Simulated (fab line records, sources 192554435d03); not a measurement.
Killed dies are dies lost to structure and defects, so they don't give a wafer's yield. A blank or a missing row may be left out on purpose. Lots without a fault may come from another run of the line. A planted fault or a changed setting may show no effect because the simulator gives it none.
One fault seen from 3 desks | flow n5_finfet | each desk has only its own numbers; what lay behind them comes last

THE TOOL OWNER'S DESK: pecvd-02
The tool's own readings at N5_BEOL_M0_SAQP_PECVD_97 (deposits SiNx from SiH4/NH3/N2, target thk 23 nm, time 19.9 s): means of the sampled wafers that have a number, for each lot that ran on this tool. A lot is out of limits, marked OUT, if its mean lies more than 4 standard deviations from the usual mean; the brackets give that distance.
Columns: A = chamber_pressure_Torr at N5_BEOL_M0_SAQP_PECVD_97, usual 1.500 Torr; B = heater_power_w at N5_BEOL_M0_SAQP_PECVD_97, usual 559 W; C = showerhead_plenum_p_Torr at N5_BEOL_M0_SAQP_PECVD_97, usual 5.14 Torr; D = throttle_valve_pct at N5_BEOL_M0_SAQP_PECVD_97, usual 39.2 %
lot  | first seen here | A     | B   | C    | D
L345 | day 5 18:02     | 1.498 | 574 | 5.18 | 39.4
L350 | day 9 02:14     | 1.499 | 688 | 5.17 | 39.0
L358 | day 9 03:19     | 1.497 | 608 | 5.18 | 39.5
This desk's finding: nothing out of limits on any of the 3 lots.

THE DEFECT DESK
What the inspections along the route counted, lot by lot: means of the sampled wafers that have a number. A lot is out of limits, marked OUT, if its mean lies more than 4 standard deviations from the usual mean; the brackets give that distance.
Columns: A = raw_defect_count at N5_BEOL_M0_SAQP_INSPECT_42, usual 279; B = raw_defect_count at N5_BEOL_M0_CUTY_INSPECT_59, usual 2.2
lot  | first seen here | A   | B
L345 | day 5 22:43     | 336 | 2.0
L346 | day 6 04:37     | 275 | 1.7
L350 | day 9 08:01     | 201 | 3.0
L358 | day 9 12:55     | 344 | 91.0 (+52) OUT
L360 | day 9 19:44     | 414 | 1.0
L361 | day 10 02:52    | 245 | 2.0
L364 | day 10 16:03    | 326 | 1.0
L366 | day 11 05:20    | 315 | 1.7
L367 | day 11 09:59    | 246 | 2.3
This desk's finding: out of limits on L358; first on L358, day 9 14:49 (raw_defect_count at N5_BEOL_M0_CUTY_INSPECT_59). In limits: L345, L346, L350, L360, L361, L364, L366, L367.

THE METROLOGY DESK
What the gauges read, lot by lot, whatever tool the lot ran on: means of the sampled wafers that have a number. A lot is out of limits, marked OUT, if its mean lies more than 4 standard deviations from the usual mean; the brackets give that distance. Of its 10 readings 7 are shown: those that lie furthest out on some lot.
Columns: A = DIBL_N at N5_BEOL_M4_RC_MEAS_101, usual 36.2 mV/V; B = DIBL_P at N5_BEOL_M4_RC_MEAS_101, usual 36.2 mV/V; C = IOFF_P at N5_BEOL_M4_RC_MEAS_101, usual 0.21 nA/um; D = SS_N at N5_BEOL_M4_RC_MEAS_101, usual 71.5 mV/dec; E = SS_P at N5_BEOL_M4_RC_MEAS_101, usual 73.1 mV/dec; F = VT_N at N5_BEOL_M4_RC_MEAS_101, usual 250 mV; G = VT_P at N5_BEOL_M4_RC_MEAS_101, usual -250 mV
lot  | first seen here | A    | B    | C    | D    | E    | F   | G
L345 | day 7 18:56     | 33.3 | 32.2 | 0.14 | 70.1 | 72.2 | 255 | -257
L346 | day 7 21:52     | 32.9 | 36.0 | 0.15 | 71.3 | 72.8 | 255 | -258
L350 | day 10 22:53    | 36.7 | 37.2 | 0.21 | 71.8 | 73.0 | 249 | -252
L358 | day 11 14:35    | 37.7 | 36.8 | 0.27 | 72.2 | 74.0 | 249 | -246
L360 | day 11 19:11    | 36.6 | 34.6 | 0.23 | 71.7 | 73.2 | 250 | -247
L361 | day 12 12:38    | 38.1 | 38.0 | 0.25 | 71.4 | 74.0 | 248 | -249
L364 | day 13 06:20    | 36.4 | 36.2 | 0.21 | 72.2 | 73.3 | 250 | -251
L366 | day 13 21:27    | 34.4 | 34.0 | 0.20 | 71.1 | 72.8 | 254 | -250
L367 | day 14 07:34    | 35.0 | 35.4 | 0.23 | 71.8 | 72.5 | 251 | -248
This desk's finding: nothing out of limits on any of the 9 lots.

PUT TOGETHER
The defect desk could have raised an alarm at day 9 14:49, on L358.
The tool owner's desk saw nothing out of limits.
The metrology desk saw nothing out of limits.
The tool owner's desk has L358 on record, within its limits.
The metrology desk has L358 on record, within its limits.
Of the lots named, all ran N5_BEOL_M0_SAQP_PECVD_97 on pecvd-02.

WHAT THE SIMULATOR HAD PUT IN
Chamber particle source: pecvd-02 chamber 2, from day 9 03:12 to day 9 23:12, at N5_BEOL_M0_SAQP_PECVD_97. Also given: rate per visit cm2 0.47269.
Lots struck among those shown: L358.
Hours from the fault's start to each desk's first reading out of limits: the defect desk, 12.
